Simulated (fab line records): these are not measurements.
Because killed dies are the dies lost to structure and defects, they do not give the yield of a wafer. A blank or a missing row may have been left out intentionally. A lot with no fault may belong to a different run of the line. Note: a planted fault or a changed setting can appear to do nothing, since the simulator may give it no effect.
Chamber matching :: flow n5 finfet :: 3 sister chambers for N5_BEOL_M9_CURE_71 on uv cure-03
The step cures SiCOH lowk, time 240 s. 6 wafers are shown with their chamber, then 11 later ones without.

== WAFERS PAIRED WITH THEIR CHAMBERS ==
wafer: L077.5
chamber: 2
wafer_temp_C_max: 386.4
lamp power pct (%): 52.34

wafer: L077.6
chamber: 2
wafer_temp_C_max: 386.2
lamp power pct (%): 52.36

wafer: L087.4
chamber: 1
wafer_temp_C_max: 385.7
lamp power pct (%): 52.25

wafer: L087.6
chamber: 1
wafer_temp_C_max: 385.6
lamp power pct (%): 52.25

wafer: L089.6
chamber: 0
wafer_temp_C_max: 386.4
lamp power pct (%): 52.29

wafer: L089.2
chamber: 0
wafer_temp_C_max: 386.4
lamp power pct (%): 52.36

== WAFERS WITH NO CHAMBER GIVEN ==
wafer: L089.4
wafer_temp_C_max: 386.8
lamp power pct (%): 52.21

wafer: L089.5
wafer_temp_C_max: 386.6
lamp power pct (%): 52.42

wafer: L092.2
wafer_temp_C_max: 386.4
lamp power pct (%): 52.24

wafer: L092.3
wafer_temp_C_max: 385.9
lamp power pct (%): 52.29

wafer: L092.5
wafer_temp_C_max: 386.0
lamp power pct (%): 52.26

wafer: L093.2
wafer_temp_C_max: 385.9
lamp power pct (%): 52.30

wafer: L093.5
wafer_temp_C_max: 386.0
lamp power pct (%): 52.36

wafer: L093.6
wafer_temp_C_max: 385.9
lamp power pct (%): 52.27

wafer: L096.3
wafer_temp_C_max: 386.8
lamp power pct (%): 52.28

wafer: L096.5
wafer_temp_C_max: 387.7
lamp power pct (%): 52.32

wafer: L096.6
wafer_temp_C_max: 386.6
lamp power pct (%): 52.33

== THE CHAMBER EACH PASSED THROUGH ==
wafer: L089.4
from the rows above: can't be placed: 0 or 2
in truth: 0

wafer: L089.5
from the rows above: can't be placed: 0 or 2
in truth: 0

wafer: L092.2
from the rows above: can't be placed: 0 or 2
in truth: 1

wafer: L092.3
from the rows above: can't be placed: 1 or 2
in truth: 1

wafer: L092.5
from the rows above: can't be placed: 1 or 2 or 0
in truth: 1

wafer: L093.2
from the rows above: can't be placed: 1 or 2
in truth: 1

wafer: L093.5
from the rows above: can't be placed: 2 or 0
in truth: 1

wafer: L093.6
from the rows above: 1
in truth: 1

wafer: L096.3
from the rows above: can't be placed: 0 or 2
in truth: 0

wafer: L096.5
from the rows above: can't be placed: 0 or 2
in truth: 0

wafer: L096.6
from the rows above: can't be placed: 0 or 2
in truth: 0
Correctly placed: 1 of 11. Can't be placed from these rows: 10 (the true chamber is among the candidates in 8). 0 placed wrongly.
How it was worked out, from the rows above alone: a wafer's distance from a chamber is the root of the sum, over the readings, of the square of ((its reading less the chamber's mean) divided by the reading's scatter). The wafer belongs to the nearest chamber; if the next one is less than 2 further off, it can't be placed. For every chamber, the mean is computed from those of its wafers that are shown. The scatter: take each reading less its chamber's mean, square it, sum over the shown wafers, divide by the number of wafers less the number of chambers, and take the root.
